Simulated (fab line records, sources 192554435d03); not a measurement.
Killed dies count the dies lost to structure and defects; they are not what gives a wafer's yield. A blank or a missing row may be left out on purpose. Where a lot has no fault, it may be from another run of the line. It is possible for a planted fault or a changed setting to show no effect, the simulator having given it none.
Matching of chambers | flow n5Finfet | aldSin-03 running N5_MOL_CONTACT_COAG_ALD_27: 4 sister chambers
The step deposits SiOC, target thk 17 nm, pulse time 1.5 s, time 2720 s. 20 wafers are shown with their chamber, then 10 later ones without.

## WAFERS WITH THEIR CHAMBER
wafer  | chamber | heaterPowerW (W) | precursorPulseHeightRel
L075.3 | 1       | 829              | 1.008
L075.4 | 2       | 807              | 1.007
L075.6 | 1       | 845              | 1.001
L077.1 | 3       | 719              | 0.980
L077.2 | 0       | 807              | 1.006
L077.5 | 0       | 807              | 1.019
L078.2 | 2       | 832              | 1.013
L078.3 | 3       | 700              | 1.018
L078.6 | 0       | 798              | 0.984
L083.1 | 1       | 829              | 0.988
L083.2 | 2       | 826              | 0.977
L083.5 | 2       | 801              | 0.952
L084.2 | 0       | 787              | 0.973
L084.4 | 3       | 719              | 1.023
L084.6 | 2       | 845              | 1.002
L090.1 | 3       | 719              | 0.981
L090.2 | 2       | 827              | 0.985
L090.4 | 0       | 777              | 0.984
L091.1 | 3       | 721              | 0.994
L091.3 | 2       | 838              | 1.007

SIGNATURES, as means of the wafers listed above
reading                 | chamber 0 | chamber 1 | chamber 2 | chamber 3 | scatter within a chamber
heaterPowerW            | 795.20    | 834.33    | 825.14    | 715.60    | 13
precursorPulseHeightRel | 0.99320   | 0.99900   | 0.99186   | 0.99920   | 0.0196
Rule: for a wafer and a chamber, the distance is found by dividing, reading by reading, the gap between the wafer's reading and the chamber's mean by the reading's scatter, squaring, summing and taking the root. The wafer belongs to the nearest chamber; if the next one is less than 2 further off, it can't be placed. The scatter: the root of (the sum of the squares of (reading less its chamber's mean) over the shown wafers, divided by (wafers less chambers)).

## WAFERS MISSING THEIR CHAMBER
wafer  | heaterPowerW (W) | precursorPulseHeightRel
L091.6 | 842              | 0.994
L094.1 | 824              | 0.993
L094.2 | 877              | 1.000
L094.3 | 819              | 0.997
L094.4 | 712              | 1.014
L094.5 | 842              | 1.000
L094.6 | 800              | 1.016
L096.3 | 721              | 0.992
L096.5 | 717              | 1.029
L096.6 | 820              | 0.996

## THE CHAMBER EACH PASSED THROUGH
wafer  | from the rows above          | in truth
L091.6 | can't be placed: 1 or 2      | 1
L094.1 | can't be placed: 2 or 1      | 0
L094.2 | can't be placed: 1 or 2      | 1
L094.3 | can't be placed: 2 or 1 or 0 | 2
L094.4 | 3                            | 3
L094.5 | can't be placed: 1 or 2      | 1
L094.6 | can't be placed: 0 or 2 or 1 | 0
L096.3 | 3                            | 3
L096.5 | 3                            | 3
L096.6 | can't be placed: 2 or 1 or 0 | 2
Correct placement for 3 of the 10. Unplaceable from these rows: 7, with the true chamber sitting among the candidates in 6. Wrongly placed: 0.
